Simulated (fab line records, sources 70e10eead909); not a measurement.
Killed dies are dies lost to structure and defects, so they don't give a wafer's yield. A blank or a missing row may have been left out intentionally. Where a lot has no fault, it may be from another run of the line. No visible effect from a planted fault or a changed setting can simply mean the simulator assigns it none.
fab line records -- flow nand_harc
record lots=13, wafers=39, last_day=24
route steps=1159 shown P_ZERO_WELL@49 P_GATE@148 P_M0@272 END@1159
lots that met no fault: taken from a fault-free run of the same line
start_h: hours from the record's first day to the start of the lot's first wafer shown -- wait_h: hours from the lot's prior step to this one -- " identical to the entry in the row above -- L1.1+2: a row that stands for several wafers -- - no value present, or no start provided -- * or withheld: withheld -- < > ~ a bound
route shown NAME@n: NAME is a module with steps in the file, n the number in the route of the first one -- usual: mean and standard deviation over wafers with no fault -- same: alike in all rows -- chamber/n: place in a boat -- sites: readings site by site -- _std_site: the values' standard deviation -- _edge_site: mean of outer sites minus mean of inner sites -- radius_mm: for every site, how far away it sits from the centre of the wafer -- mask NAME#n: copy n -- behind: the tool/chamber that last shaped the wafer -- hold: the reason the lot was held/the length of the hold in hours/how it ended -- device: which transistor (n, p or np) failed to switch -- end of line: the tests these same wafers got at the end of their route -- a step without rows: its recipe alone -- killed: dies lost to structure and defects at the first sort, not the wafer's yield -- map: shows each die of a wafer: x if killed, . if not, _ if none is there
set.NAME: the setting the step ran with; set.NAME@STEP: the setting that earlier step ran with -- model.NAME: the simulator's own value behind a step, which no gauge read
one table for each step of the route and one row for each wafer, over a sample of lots
services: a tool's chamber out of use, with start hour (start_h, from the record's first day; less than 0 if before it), hours out, and reason
## steps
# step NHARC_P_ZERO_WELL_IMPLANT_60
# recipe energy_kev=30, dose_cm2=2e+12, tilt_deg=7
# usual beam_energy_keV=30.000/0.0085, beam_on_s=10.00/0.21
lot.wafer,tool,chamber,start_h,wait_h,beam_energy_keV,beam_on_s
L990.2,implanter-02,0,16.80,0.2,30.003,9.94
L990.4,implanter-02,0,16.80,0.2,30.013,10.25
L990.6,implanter-02,0,16.80,0.2,30.003,9.99
L991.2,implanter-02,0,22.80,0.1,29.999,9.95
L991.3,implanter-02,0,22.80,0.1,29.997,9.69
L991.5,implanter-02,0,22.80,0.1,29.999,9.94
L993.2,implanter-01,0,34.67,0.2,29.995,10.10
L993.3,implanter-01,0,34.67,0.2,29.987,9.88
L993.5,implanter-01,0,34.67,0.2,29.991,9.68
L996.2,implanter-01,0,52.67,0.2,30.012,10.13
L996.5,implanter-01,0,52.67,0.2,30.011,9.71
L996.6,implanter-01,0,52.67,0.2,30.006,9.82
L100.3,implanter-01,0,77.02,0.1,30.010,9.55
L100.4,implanter-01,0,77.02,0.1,29.992,10.02
L100.5,implanter-01,0,77.02,0.1,30.001,10.15
L103.1,implanter-01,-,95.11,0.2,-,-
L103.3,implanter-01,-,95.11,0.2,-,-
L103.6,implanter-01,-,95.11,0.2,-,-
L104.2,implanter-01,-,100.55,0.1,-,-
L104.5,implanter-01,-,100.55,0.1,-,-
L104.6,implanter-01,-,100.55,0.1,-,-
L105.1,implanter-02,-,106.89,0.1,-,-
L105.2,implanter-02,-,106.89,0.1,-,-
L105.6,implanter-02,-,106.89,0.1,-,-
L107.2,implanter-01,0,118.82,0.1,30.017,10.30
L107.3,implanter-01,0,118.82,0.1,30.000,9.77
L107.6,implanter-01,0,118.82,0.1,29.994,10.05
L108.2,implanter-02,0,124.80,0.1,29.994,9.96
L108.3,implanter-02,0,124.80,0.1,30.000,10.07
L108.6,implanter-02,0,124.80,0.1,29.991,10.32
L110.3,implanter-01,0,136.86,0.2,30.001,9.95
L110.4,implanter-01,0,136.86,0.2,29.995,10.03
L110.5,implanter-01,0,136.86,0.2,29.994,9.86
L111.1,implanter-01,0,142.81,0.2,29.994,10.45
L111.2,implanter-01,0,142.81,0.2,29.994,10.14
L111.4,implanter-01,0,142.81,0.2,29.998,10.05
L113.2,implanter-02,0,154.68,0.2,29.992,10.16
L113.5,implanter-02,0,154.68,0.2,29.991,9.81
L113.6,implanter-02,0,154.68,0.2,29.988,9.76
# step NHARC_P_GATE_ETCH_114
# recipe target_depth_a=300, overetch_a=30, time_s=16.5, ion_energy_ev=100, cf4_flow_sccm=80, o2_flow_sccm=20, ar_flow_sccm=0, rf_w=300, bias_w=100, chemistry=CF4/O2
# usual drypump_motor_current_A=5.4/0.35, oes_product_au=0.998/0.01, rf_vpp_V=198.1/1.7, showerhead_plenum_p_Torr=1.35/0.063, throttle_valve_pct=13.399/0.0091
lot.wafer,tool,chamber,start_h,wait_h,drypump_motor_current_A,oes_product_au,rf_hours_counter_h,rf_vpp_V,showerhead_plenum_p_Torr,throttle_valve_pct
L990.2,rie_diel-07,0,-,-,5.0,1.010,6,199.3,1.37,13.404
L990.4,rie_diel-07,1,-,-,5.5,1.007,5,199.5,1.42,13.380
L990.6,rie_diel-07,1,-,-,5.5,1.005,-,200.6,1.42,13.403
L991.3,rie_diel-03,1,-,-,6.3,1.011,21,198.3,1.38,13.402
L991.2,rie_diel-03,2,-,-,4.7,0.998,21,199.2,1.40,13.404
L991.5,rie_diel-03,1,-,-,6.3,1.006,-,199.7,1.38,13.406
L993.2,rie_diel-03,1,-,-,6.3,1.012,24,198.7,1.38,13.400
L993.3,rie_diel-03,2,-,-,4.7,1.005,24,198.3,1.40,13.388
L993.5,rie_diel-03,2,-,-,4.7,0.994,-,199.9,1.40,13.407
L996.2,rie_diel-03,3,-,-,5.5,0.986,27,195.3,1.24,13.400
L996.5,rie_diel-03,3,-,-,5.5,0.996,-,195.2,1.24,13.403
L996.6,rie_diel-03,0,-,-,5.5,1.008,-,197.1,1.33,13.400
L100.3,rie_diel-06,0,-,-,5.7,0.995,31,196.6,1.28,13.387
L100.4,rie_diel-06,3,-,-,6.1,0.984,25,195.6,1.27,13.389
L100.5,rie_diel-06,0,-,-,5.7,1.011,-,196.5,1.28,13.391
L107.3,rie_diel-07,2,-,-,5.4,0.996,28,198.9,1.37,13.393
L107.2,rie_diel-07,3,-,-,5.6,0.985,26,198.1,1.42,13.385
L107.6,rie_diel-07,1,-,-,5.5,1.003,-,200.5,1.42,13.418
L108.3,rie_diel-07,3,-,-,5.6,0.976,26,200.5,1.42,13.388
L108.2,rie_diel-07,0,-,-,5.1,1.001,24,198.5,1.37,13.409
L108.6,rie_diel-07,2,-,-,5.4,0.979,-,198.3,1.37,13.398
L110.3,rie_diel-07,1,-,-,5.5,1.004,28,200.0,1.42,13.413
L110.4,rie_diel-07,0,-,-,5.1,1.006,27,197.8,1.37,13.379
L110.5,rie_diel-07,1,-,-,5.5,1.010,-,200.2,1.42,13.399
L111.2,rie_diel-07,1,-,-,5.5,1.000,30,198.6,1.42,13.401
L111.1,rie_diel-07,0,-,-,5.1,1.001,30,199.6,1.37,13.401
L111.4,rie_diel-07,0,-,-,5.0,1.000,-,198.5,1.37,13.403
L113.2,rie_diel-06,1,-,-,5.0,0.996,62,196.4,1.30,13.398
L113.6,rie_diel-06,2,-,-,5.6,1.009,-,194.2,1.24,13.388
L113.5,rie_diel-06,0,-,-,5.7,0.992,-,196.8,1.27,13.409
# step NHARC_P_GATE_RTA_82
# recipe temp_c=450, time_s=30
# usual lamp_power_pct=3.81/0.11, lamp_zone_1_pct=3.81/0.11, wafer_temp_C_max=451.9/0.44
lot.wafer,tool,chamber,start_h,wait_h,lamp_power_pct,lamp_zone_1_pct,wafer_temp_C_max
L990.2,rtp_anneal-02,0,108.48,-,3.93,3.93,451.9
L990.4,rtp_anneal-02,0,108.48,-,3.94,3.94,451.8
L990.6,rtp_anneal-02,0,108.48,-,3.95,3.94,452.0
L991.2,rtp_anneal-01,0,118.97,-,3.71,3.71,451.6
L991.3,rtp_anneal-01,0,118.97,-,3.71,3.71,451.8
L991.5,rtp_anneal-01,0,118.97,-,3.71,3.71,452.8
L993.2,rtp_anneal-02,0,127.53,-,3.94,3.93,452.0
L993.3,rtp_anneal-02,0,127.53,-,3.94,3.94,452.0
L993.5,rtp_anneal-02,0,127.53,-,3.93,3.94,451.8
L996.2,rtp_anneal-02,0,137.89,-,3.94,3.94,451.6
L996.5,rtp_anneal-02,0,137.89,-,3.93,3.94,451.6
L996.6,rtp_anneal-02,0,137.89,-,3.94,3.94,451.5
L100.3,rtp_anneal-01,0,176.41,-,3.71,3.71,451.9
L100.4,rtp_anneal-01,0,176.41,-,3.71,3.71,452.1
L100.5,rtp_anneal-01,0,176.41,-,3.71,3.71,452.6
L107.2,rtp_anneal-02,0,210.98,-,3.94,3.94,451.9
L107.3,rtp_anneal-02,0,210.98,-,3.95,3.94,451.6
L107.6,rtp_anneal-02,0,210.98,-,3.94,3.94,451.6
L108.2,rtp_anneal-02,0,211.92,-,3.94,3.94,451.5
L108.3,rtp_anneal-02,0,211.92,-,3.95,3.94,452.1
L108.6,rtp_anneal-02,0,211.92,-,3.93,3.94,451.6
L110.3,rtp_anneal-02,0,221.75,-,3.93,3.94,451.4
L110.4,rtp_anneal-02,0,221.75,-,3.94,3.94,451.1
L110.5,rtp_anneal-02,0,221.75,-,3.94,3.93,451.3
L111.1,rtp_anneal-01,0,237.67,-,3.71,3.71,451.6
L111.2,rtp_anneal-01,0,237.67,-,3.71,3.71,452.3
L111.4,rtp_anneal-01,0,237.67,-,3.72,3.71,452.2
L113.2,rtp_anneal-01,0,249.31,-,3.70,3.70,452.6
L113.5,rtp_anneal-01,0,249.31,-,3.71,3.71,452.0
L113.6,rtp_anneal-01,0,249.31,-,3.71,3.71,451.9
# step NHARC_P_M0_DEGAS_28
# recipe temp_c=250, time_s=60
# usual heater_power_w=325/31
lot.wafer,tool,chamber,start_h,wait_h,heater_power_w
L990.4,pvd_sputter-02,-,124.11,-,314
L990.2,pvd_sputter-02,-,124.11,-,316
L990.6,pvd_sputter-02,-,124.11,-,311
L991.3,pvd_sputter-01,-,131.06,-,298
L991.2,pvd_sputter-01,-,131.06,-,353
L991.5,pvd_sputter-01,-,131.06,-,301
L993.2,pvd_sputter-03,-,140.77,-,348
L993.3,pvd_sputter-03,-,140.77,-,302
L993.5,pvd_sputter-03,-,140.77,-,343
L996.2,pvd_sputter-02,-,145.96,-,309
L996.5,pvd_sputter-02,-,145.96,-,318
L996.6,pvd_sputter-02,-,145.96,-,419
L100.3,pvd_sputter-01,-,183.47,-,317
L100.4,pvd_sputter-01,-,183.47,-,315
L100.5,pvd_sputter-01,-,183.47,-,324
L107.2,pvd_sputter-01,-,222.18,-,287
L107.3,pvd_sputter-01,-,222.18,-,320
L107.6,pvd_sputter-01,-,222.18,-,294
L108.2,pvd_sputter-01,-,222.59,-,300
L108.3,pvd_sputter-01,-,222.59,-,316
L108.6,pvd_sputter-01,-,222.59,-,294
L110.3,pvd_sputter-02,-,231.97,-,307
L110.4,pvd_sputter-02,-,231.97,-,327
L110.5,pvd_sputter-02,-,231.97,-,439
L111.2,pvd_sputter-03,-,251.09,-,309
L111.4,pvd_sputter-03,-,251.09,-,306
L111.1,pvd_sputter-03,-,251.09,-,327
L113.2,pvd_sputter-01,-,265.30,-,317
L113.5,pvd_sputter-01,-,265.30,-,317
L113.6,pvd_sputter-01,-,265.30,-,297
# step NHARC_END_SORT_01
# recipe temp_c=25
# usual killed_at_array=21/8.9, killed_at_other=0.8/1.3, killed_at_periphery=3.6/2.4, killed_dies=26/8.9, killed_open=3.1/1.8, killed_short=1.9/1.3
# same gross_dies=677
lot.wafer,tool,chamber,start_h,wait_h,hold,killed_at_array,killed_at_other,killed_at_periphery,killed_dies,killed_open,killed_short
L991.2,prober-01,0,446.92,2.8,-,17,0,4,21,3,3
L991.3,prober-01,0,447.74,3.1,-,17,1,0,18,0,0
L991.5,prober-01,0,449.38,3.8,-,20,3,1,24,0,3
L993.2,prober-02,0,454.66,2.8,-,28,0,3,31,1,4
L993.3,prober-02,0,455.46,3.1,-,24,0,0,24,5,1
L993.5,prober-02,0,457.04,3.7,-,36,0,1,37,3,0
L996.2,prober-01,0,454.86,2.8,-,14,0,2,16,0,2
L996.5,prober-01,0,457.30,3.8,-,14,0,2,16,1,0
L996.6,prober-01,0,458.11,4.1,-,29,2,6,37,5,3
L104.2,prober-01,0,516.52,2.8,await_dispo/4.7h/scrap,15,0,662,677,5,0
L104.5,prober-01,0,518.93,3.7,await_dispo/4.7h/scrap,8,1,668,677,2,1
L104.6,prober-01,0,519.74,4.0,await_dispo/4.7h/scrap,8,7,662,677,2,0
L100.3,prober-02,0,517.36,3.1,-,30,2,3,35,1,3
L100.4,prober-02,0,518.17,3.4,-,33,1,4,38,2,2
L100.5,prober-02,0,518.97,3.7,-,23,2,4,29,1,2
L103.1,prober-01,0,523.54,2.5,await_dispo/9.5h/scrap,30,2,645,677,4,1
L103.3,prober-01,0,525.14,3.1,await_dispo/9.5h/scrap,40,0,637,677,5,2
L103.6,prober-01,0,527.54,4.0,await_dispo/9.5h/scrap,28,0,649,677,4,0
L105.1,prober-01,0,535.50,2.5,await_dispo/6.4h/scrap,24,1,652,677,2,3
L105.2,prober-01,0,536.30,2.8,await_dispo/6.4h/scrap,28,1,648,677,3,3
L105.6,prober-01,0,539.49,4.0,await_dispo/6.4h/scrap,19,0,658,677,3,1
L107.2,prober-02,0,551.74,2.8,-,16,2,2,20,6,3
L107.3,prober-02,0,552.55,3.1,-,16,0,5,21,6,2
L107.6,prober-02,0,554.98,4.1,-,13,0,1,14,2,3
L108.2,prober-01,0,551.88,2.8,-,22,0,4,26,5,1
L108.3,prober-01,0,552.69,3.1,-,28,0,2,30,3,2
L108.6,prober-01,0,555.10,4.0,-,20,0,3,23,1,3
L113.2,prober-01,0,572.86,2.8,-,18,0,4,22,1,2
L113.5,prober-01,0,575.27,3.7,-,15,0,6,21,2,2
L113.6,prober-01,0,576.08,4.0,-,21,0,3,24,5,0
# killed by level:class
L991.2 A_CHANNEL_HOLE_D1:chamber_film_flake=11 P_STI:geometric_particle:short=1 P_GATE:geometric_particle:short=1 P_CONTACT:geometric_particle:open=1 P_BONDPAD:geometric_particle:open=1 A_ONON_D1:geometric_particle:short=1 A_CONTACT:geometric_particle:open=1 A_SLIT:chamber_film_flake=1
L991.3 A_CHANNEL_HOLE_D1:chamber_film_flake=13 A_CONTACT:chamber_film_flake=4 THIN_TSV:chamber_film_flake=1
L991.5 A_CHANNEL_HOLE_D1:chamber_film_flake=12 A_CONTACT:chamber_film_flake=4 A_STAIRCASE:chamber_film_flake=3 THIN_TSV:chamber_film_flake=2 P_STI:geometric_particle:short=1 A_WL_FILL:geometric_particle:short=1 STARTING-WAFER:geometric_particle:short=1
L993.2 A_CHANNEL_HOLE_D1:chamber_film_flake=10 A_SLIT:chamber_film_flake=5 A_CONTACT:chamber_film_flake=5 A_STAIRCASE:chamber_film_flake=3 A_SOURCE_PLATE:geometric_particle:short=2 P_STI:chamber_film_flake=2 A_ONON_D1:geometric_particle:short=1 A_BLC:geometric_particle:open=1
L996.2 A_SLIT:chamber_film_flake=6 A_CONTACT:chamber_film_flake=3 P_M1:chamber_film_flake=2 A_CHANNEL_HOLE_D1:chamber_film_flake=2 A_SOURCE_PLATE:geometric_particle:short=1 A_CHANNEL_FILL_D1:geometric_particle:short=1 A_STAIRCASE:chamber_film_flake=1
L993.3 A_CHANNEL_HOLE_D1:chamber_film_flake=13 A_M0:geometric_particle:open=3 A_SLIT:chamber_film_flake=3 A_SOURCE_PLATE:geometric_particle:short=1 A_ONON_D1:geometric_particle:open=1 A_CONTACT:geometric_particle:open=1 A_STAIRCASE:chamber_film_flake=1 A_CONTACT:chamber_film_flake=1
L993.5 A_CHANNEL_HOLE_D1:chamber_film_flake=16 A_STAIRCASE:chamber_film_flake=6 A_SLIT:chamber_film_flake=5 A_CONTACT:chamber_film_flake=5 A_CHANNEL_FILL_D1:geometric_particle:open=1 A_BLC:geometric_particle:open=1 A_M0:geometric_particle:open=1 P_STI:chamber_film_flake=1
L996.5 A_CHANNEL_HOLE_D1:chamber_film_flake=4 A_SLIT:chamber_film_flake=4 A_STAIRCASE:chamber_film_flake=3 A_CONTACT:chamber_film_flake=2 A_ONON_D1:geometric_particle:open=1 P_ZERO_WELL:chamber_film_flake=1 P_M1:chamber_film_flake=1
L996.6 A_SLIT:chamber_film_flake=10 A_CONTACT:chamber_film_flake=6 A_STAIRCASE:chamber_film_flake=4 A_SOURCE_PLATE:geometric_particle:open=3 P_STI:chamber_film_flake=2 P_GATE:chamber_film_flake=2 P_M1:chamber_film_flake=2 THIN_TSV:chamber_film_flake=2
L104.2 P_ZERO_WELL:area_implant=659 A_CHANNEL_HOLE_D1:chamber_film_flake=4 A_STAIRCASE:chamber_film_flake=3 P_M2:chamber_film_flake=2 A_WL_FILL:chamber_film_flake=2 P_M1:geometric_particle:open=1 A_SOURCE_PLATE:geometric_particle:open=1 A_CHANNEL_FILL_D1:geometric_particle:open=1
L100.3 A_CHANNEL_HOLE_D1:chamber_film_flake=16 A_SLIT:chamber_film_flake=8 A_CONTACT:chamber_film_flake=3 P_M0:geometric_particle:short=1 A_M0:geometric_particle:short=1 A_M1:geometric_particle:open=1 P_ZERO_WELL:chamber_film_flake=1 P_M1:chamber_film_flake=1
L100.4 A_CHANNEL_HOLE_D1:chamber_film_flake=14 A_SLIT:chamber_film_flake=14 P_CONTACT:geometric_particle:open=2 A_CONTACT:chamber_film_flake=2 A_SGD_CUT:geometric_particle:short=1 P_ZERO_WELL:chamber_film_flake=1 P_M1:chamber_film_flake=1 STARTING-WAFER:geometric_particle:short=1
L104.5 P_ZERO_WELL:area_implant=659 P_M2:chamber_film_flake=7 A_CHANNEL_HOLE_D1:chamber_film_flake=3 P_ZERO_WELL:chamber_film_flake=2 A_CONTACT:chamber_film_flake=2 A_CONTACT:geometric_particle:open=1 A_CONTACT:geometric_particle:short=1 A_M1:geometric_particle:open=1
L100.5 A_CHANNEL_HOLE_D1:chamber_film_flake=14 A_SLIT:chamber_film_flake=3 A_CONTACT:chamber_film_flake=3 P_ZERO_WELL:chamber_film_flake=2 P_M1:chamber_film_flake=2 THIN_TSV:chamber_film_flake=2 A_CHANNEL_HOLE_D1:geometric_particle:short=1 A_CONTACT:geometric_particle:short=1
L104.6 P_ZERO_WELL:area_implant=656 HYBRID_BOND:chamber_film_flake=6 A_CHANNEL_HOLE_D1:chamber_film_flake=4 P_GATE:chamber_film_flake=3 P_CONTACT:geometric_particle:open=1 P_ZERO_WELL:chamber_film_flake=1 P_M2:chamber_film_flake=1 STARTING-WAFER:geometric_particle:open=1
L103.1 P_ZERO_WELL:area_implant=638 A_CHANNEL_HOLE_D1:chamber_film_flake=20 P_ZERO_WELL:chamber_film_flake=4 A_SLIT:chamber_film_flake=4 A_CONTACT:geometric_particle:open=2 A_CONTACT:chamber_film_flake=2 HYBRID_BOND:chamber_film_flake=2 P_GATE:geometric_particle:short=1
L103.3 P_ZERO_WELL:area_implant=629 A_CHANNEL_HOLE_D1:chamber_film_flake=17 A_SLIT:chamber_film_flake=14 P_ZERO_WELL:chamber_film_flake=5 A_STAIRCASE:chamber_film_flake=2 P_GATE:geometric_particle:open=1 P_M1:geometric_particle:open=1 A_CHANNEL_FILL_D1:geometric_particle:open=1
L103.6 P_ZERO_WELL:area_implant=649 A_CHANNEL_HOLE_D1:chamber_film_flake=13 A_SLIT:chamber_film_flake=9 A_BLC:geometric_particle:open=2 A_CHANNEL_FILL_D1:geometric_particle:open=1 A_M0:geometric_particle:open=1 A_WL_FILL:chamber_film_flake=1 A_CONTACT:chamber_film_flake=1
L105.1 P_ZERO_WELL:area_implant=652 A_CHANNEL_HOLE_D1:chamber_film_flake=18 A_CHANNEL_FILL_D1:geometric_particle:open=1 A_CHANNEL_FILL_D1:geometric_particle:short=1 A_WL_FILL:geometric_particle:short=1 A_BLC:geometric_particle:open=1 STARTING-WAFER:geometric_particle:short=1 A_STAIRCASE:chamber_film_flake=1
L105.2 P_ZERO_WELL:area_implant=646 A_CHANNEL_HOLE_D1:chamber_film_flake=22 A_WL_FILL:geometric_particle:short=2 P_GATE:geometric_particle:open=1 A_ONON_D1:geometric_particle:open=1 A_CHANNEL_FILL_D1:geometric_particle:open=1 A_CONTACT:geometric_particle:short=1 P_M0:chamber_film_flake=1
L105.6 P_ZERO_WELL:area_implant=655 A_CHANNEL_HOLE_D1:chamber_film_flake=14 A_CONTACT:chamber_film_flake=2 P_M1:geometric_particle:open=1 A_CHANNEL_FILL_D1:geometric_particle:open=1 A_CONTACT:geometric_particle:short=1 A_CONTACT:geometric_particle:open=1 P_GATE:chamber_film_flake=1
L107.2 A_CHANNEL_HOLE_D1:chamber_film_flake=6 A_CONTACT:chamber_film_flake=4 A_CONTACT:geometric_particle:open=2 P_M2:geometric_particle:open=1 A_CHANNEL_FILL_D1:geometric_particle:open=1 A_CHANNEL_FILL_D1:geometric_particle:short=1 A_M0:geometric_particle:open=1 A_M1:geometric_particle:short=1
L108.2 A_CHANNEL_HOLE_D1:chamber_film_flake=14 A_CONTACT:chamber_film_flake=3 P_CONTACT:geometric_particle:open=2 P_CONTACT:geometric_particle:short=1 A_CHANNEL_FILL_D1:geometric_particle:open=1 A_WL_FILL:geometric_particle:open=1 A_CONTACT:geometric_particle:open=1 P_GATE:chamber_film_flake=1
L107.3 A_CONTACT:chamber_film_flake=8 A_STAIRCASE:chamber_film_flake=2 P_CONTACT:geometric_particle:open=1 P_CONTACT:geometric_particle:short=1 P_M2:geometric_particle:open=1 A_ONON_D1:geometric_particle:open=1 A_CHANNEL_FILL_D1:geometric_particle:open=1 A_SGD_CUT:geometric_particle:open=1
L108.3 A_CHANNEL_HOLE_D1:chamber_film_flake=21 A_CONTACT:chamber_film_flake=3 P_CONTACT:geometric_particle:open=2 A_SOURCE_PLATE:geometric_particle:short=1 A_ONON_D1:geometric_particle:open=1 A_WL_FILL:geometric_particle:short=1 A_STAIRCASE:chamber_film_flake=1
L107.6 A_CHANNEL_HOLE_D1:chamber_film_flake=5 A_CONTACT:chamber_film_flake=3 A_CONTACT:geometric_particle:open=2 P_STI:geometric_particle:short=1 A_SOURCE_PLATE:geometric_particle:short=1 A_CONTACT:geometric_particle:short=1 A_WL_FILL:chamber_film_flake=1
L108.6 A_CHANNEL_HOLE_D1:chamber_film_flake=15 A_STAIRCASE:chamber_film_flake=2 P_M0:geometric_particle:short=1 P_M0:geometric_particle:open=1 A_SGD_CUT:geometric_particle:short=1 A_M1:geometric_particle:short=1 P_GATE:chamber_film_flake=1 A_CONTACT:chamber_film_flake=1
L113.2 A_CHANNEL_HOLE_D1:chamber_film_flake=10 P_STI:chamber_film_flake=2 A_STAIRCASE:chamber_film_flake=2 A_SLIT:chamber_film_flake=2 A_CONTACT:chamber_film_flake=2 P_CONTACT:geometric_particle:short=1 P_M0:geometric_particle:open=1 A_M1:geometric_particle:short=1
L113.5 A_CONTACT:chamber_film_flake=6 P_STI:chamber_film_flake=4 A_CHANNEL_HOLE_D1:chamber_film_flake=4 P_STI:geometric_particle:short=1 P_GATE:geometric_particle:open=1 A_CHANNEL_FILL_D1:geometric_particle:open=1 A_WL_FILL:geometric_particle:short=1 A_ZERO_WELL:chamber_film_flake=1
L113.6 A_CHANNEL_HOLE_D1:chamber_film_flake=10 A_CONTACT:chamber_film_flake=4 P_GATE:geometric_particle:open=1 A_CHANNEL_FILL_D1:geometric_particle:open=1 A_WL_FILL:geometric_particle:open=1 A_BLC:geometric_particle:open=1 A_M1:geometric_particle:open=1 P_ZERO_WELL:chamber_film_flake=1
## services
tool,chamber,start_h,hours,kind
pvd_sputter-02,-,-4.97,0.8,repair
pvd_sputter-02,-,-3.80,1.1,repair
pvd_sputter-03,-,10.62,0.7,repair
rie_diel-07,2,12.13,8.3,repair
implanter-01,-,21.36,5.9,repair
pvd_sputter-02,-,36.02,10.0,pm
rie_diel-03,-,38.83,9.0,pm
pvd_sputter-03,-,44.91,1.7,repair
rie_diel-07,-,51.21,9.0,pm
rie_diel-06,2,61.38,4.1,repair
rie_diel-06,-,64.20,9.0,pm
rie_diel-07,1,77.31,5.8,repair
implanter-02,-,85.00,13.0,pm
rie_diel-06,3,99.58,9.5,repair
pvd_sputter-03,-,102.00,10.0,pm
pvd_sputter-01,-,158.36,10.0,pm
implanter-02,-,180.45,2.3,repair
pvd_sputter-03,-,200.98,2.4,repair
implanter-01,-,208.58,3.7,repair
rie_diel-06,-,209.21,0.9,repair
pvd_sputter-02,-,214.02,10.0,pm
rie_diel-03,-,215.83,9.0,pm
rie_diel-07,-,228.21,9.0,pm
pvd_sputter-01,-,242.87,4.6,repair
## key
first_sign step=NHARC_P_ZERO_WELL_IMPLANT_60, reading=tool_record, direction=missing
effect step=NHARC_END_SORT_01, reading=killed_at_periphery, direction=up, sigmas=99+, usual=3.6, struck=653.4
more_kills_born_at NHARC_P_ZERO_WELL_IMPLANT_60@implanter-01=3890, NHARC_P_ZERO_WELL_IMPLANT_60@implanter-02=1953
met_at NHARC_P_ZERO_WELL_IMPLANT_60
struck_lots L103,L104,L105
later_rows_left_out L103.1,L103.3,L103.6,L104.2,L104.5,L104.6,L105.1,L105.2,L105.6
tester_left_out L103,L104,L105
not_acting_at NHARC_P_GATE_ETCH_114,NHARC_P_GATE_RTA_82,NHARC_P_M0_DEGAS_28
onset_between 77.02 95.11
fault kind=skipped_step_whole, tool=implanter-01,implanter-02, chamber=-, onset_h=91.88, steps=NHARC_P_ZERO_WELL_IMPLANT_60, scope=struck_lots_only
# tester_left_out: of these lots the tester's yield and bins aren't shown, on N5 and GAA mostly nor the transistor test; their killed dies are dies lost to structure and defects alone, not to doping, threshold or leakage, so they don't give the yield
# later_rows_left_out: the simulator's readings of these wafers behind a module that went badly wrong aren't trusted and aren't shown, but for the sort
